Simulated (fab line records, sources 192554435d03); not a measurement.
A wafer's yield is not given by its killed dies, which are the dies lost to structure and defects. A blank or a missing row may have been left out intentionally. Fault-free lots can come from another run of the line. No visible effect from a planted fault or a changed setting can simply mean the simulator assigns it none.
Chamber matching -- flow n5_finfet -- 4 sister chambers for N5_BEOL_M10_DESCUM_16 on rie_diel-05
The step chemistry O2, time 7.9 s. 4 wafers are shown with their chamber, then 8 later ones without.

WAFERS WITH THEIR CHAMBER
wafer,chamber,drypump_motor_current_A (A)
L669.4,2,5.9
L676.1,3,6.1
L676.5,1,6.1
L680.3,0,5.6

WAFERS WITHOUT THEIR CHAMBER
wafer,drypump_motor_current_A (A)
L680.4,6.1
L680.5,6.1
L685.3,6.1
L685.4,5.9
L685.5,5.5
L683.1,5.9
L683.4,6.0
L683.6,5.6

EACH ONE'S CHAMBER
wafer,from the rows above,in truth
L680.4,can't be placed: 1 or 3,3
L680.5,can't be placed: 1 or 3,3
L685.3,can't be placed: 1 or 3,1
L685.4,2,2
L685.5,0,0
L683.1,2,2
L683.4,can't be placed: 1 or 2 or 3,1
L683.6,0,0
Correct placement for 4 of the 8. Cannot be placed on the basis of these rows: 4; the candidates contain the true chamber in 4. Number placed wrongly: 0.
How it was worked out, from the rows above alone: a wafer's distance from a chamber is the root of the sum, over the readings, of the square of ((its reading less the chamber's mean) divided by the reading's scatter). If the next closest chamber is less than 2 further off than the closest, the wafer can't be placed; otherwise it belongs to the closest. Each chamber's mean is taken over the wafers shown for it. The scatter: root of mean squared gap, hidden wafer to nearest shown wafer, with one shown wafer a chamber.
